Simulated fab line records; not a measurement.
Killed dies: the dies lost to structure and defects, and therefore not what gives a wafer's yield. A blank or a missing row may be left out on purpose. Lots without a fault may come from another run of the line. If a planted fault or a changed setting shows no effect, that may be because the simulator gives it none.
A struck lot beside a sound one -- flow n5_finfet -- 20 out of 1938 route steps
Sound: these wafers, L212.1, L212.2, L212.6. Wafers L223.3, L223.5, L223.6 were the ones struck. The cause is named last.
Order at every step that has rows: each side's tool, ch and its chambers, its first start. Under that, the readings that differ: sound wafers -- struck wafers -- difference of the means -- sigmas: that difference in standard deviations of wafers without a fault.
alike: a reading whose means differ by less than 2 such deviations, as well as words and numbers matching on both sides. not compared: withheld readings; readings where some wafer has no value; bounds like >300 that might hide an equal value; numbers whose values overlap and for which the record gives no deviation.
The two part at a step that has a row with sigmas, a row that says differs or no value, or rows on one side only. Non-overlapping numbers with no deviation appear without sigmas and do not part them. A reading missing from all wafers of one side parts the sides only when that side holds two or more wafers.

N5_MIM_BOT_ETCH_ETCH_03: etches the open film in Cl2/BCl3, target depth 12 nm.
  sound on rie_metal-03 ch 0,1, day 12 07:13; struck on rie_metal-02 ch 0,1, day 14 14:37
  alike: chamber_pressure_mTorr, drypump_motor_current_A, oes_product_au, throttle_valve_pct
  not compared: rf_hours_counter_h
N5_MIM_BOT_ETCH_ETCH_00: etches TiN in Cl2/BCl3, target depth 45.5 nm.
  sound on rie_metal-03 ch 0,1, day 12 07:19; struck on rie_metal-02 ch 0,1, day 14 14:43
  alike: chamber_pressure_mTorr, drypump_motor_current_A, oes_product_au, throttle_valve_pct
  not compared: rf_hours_counter_h
N5_MIM_BOT_ETCH_STRIP_01: strips in O2.
  sound on rie_diel-02 ch 0,1, day 12 07:27; struck on rie_diel-06 ch 0,1, day 14 14:49
  alike: chamber_pressure_mTorr, drypump_motor_current_A, oes_product_au, rf_vpp_V, showerhead_plenum_p_Torr, throttle_valve_pct
  not compared: rf_hours_counter_h
then, 3 steps without rows for these wafers: N5_MIM_BOT_ETCH_STRIP_02 (strips in post etch residue remover, time 1200 s); N5_MIM_BOT_ETCH_CLEAN_05 (cleans in IPA, time 180 s); N5_MIM_BOT_ETCH_SRD_06 (time 30 s).
N5_PASSIVATION_PECVD_55: deposits SiO2 from SiH4/N2O, target thk 400 nm, time 22.5 s.
  sound on pecvd-04 ch 0,1,2, day 12 07:57; struck on pecvd-03 ch 1,2, day 14 15:19
  alike: heater_power_w, showerhead_plenum_p_Torr, throttle_valve_pct
  not compared: since_wet_clean_h
N5_PASSIVATION_PECVD_01: deposits SiNx from SiH4/NH3/N2, target thk 200 nm, time 43.2 s.
  sound on pecvd-04 ch 0,1,2, day 12 07:59; struck on pecvd-03 ch 1,2, day 14 15:22
  alike: heater_power_w, showerhead_plenum_p_Torr, throttle_valve_pct
  not compared: since_wet_clean_h
then, 4 steps without rows for these wafers: N5_PASSIVATION_HMDS_03 (time 60 s); N5_PASSIVATION_COAT_04; N5_PASSIVATION_EBR_06; N5_PASSIVATION_SOFTBAKE_05 (time 90 s).
N5_PASSIVATION_EXPOSE_07: exposes mask TV, defocus 0 nm, target cd 3000 nm.
  sound on krf_scanner-01 ch 0, day 12 08:35; struck on krf_scanner-02 ch 0, day 14 16:38
reading,sound,struck,difference,sigmas
model.TV_LITHO.overlay_x_nm (nm),-1.6 -1.6 -1.6,238.2 238.2 238.2,+239.8,
  alike: mask
then, 3 steps without rows for these wafers: N5_PASSIVATION_PEB_08; N5_PASSIVATION_DEVELOP_09 (develop time 60 s); N5_PASSIVATION_HARDBAKE_11 (time 120 s).
N5_PASSIVATION_CD_MEAS_10: the cd target is 3000 nm.
  sound on cd_sem-02 ch 0, day 12 08:46; struck on cd_sem-01 ch 0, day 14 16:47
  alike: cd_nm
N5_PASSIVATION_OVL_MEAS_60:
  sound on overlay-01 ch 0, day 12 08:47; struck on overlay-02 ch 0, day 14 16:49
reading,sound,struck,difference,sigmas
TV_OVL (nm),-9 -3 -5,233 238 231,+240,+51
N5_PASSIVATION_INSPECT_61: inspects for defects (macro).
  struck on defect_inspect-02, day 14 16:51; sound on defect_inspect-01, day 12 08:49
  alike: raw_defect_count
N5_PASSIVATION_PROBE_49:
  record: rows for the struck wafers here (prober-01, day 15 00:20), none for the sound ones

== WHERE THEY PART ==
First at N5_PASSIVATION_OVL_MEAS_60; last, within this record, at N5_PASSIVATION_PROBE_49.

WHY: what had been put in by the simulator
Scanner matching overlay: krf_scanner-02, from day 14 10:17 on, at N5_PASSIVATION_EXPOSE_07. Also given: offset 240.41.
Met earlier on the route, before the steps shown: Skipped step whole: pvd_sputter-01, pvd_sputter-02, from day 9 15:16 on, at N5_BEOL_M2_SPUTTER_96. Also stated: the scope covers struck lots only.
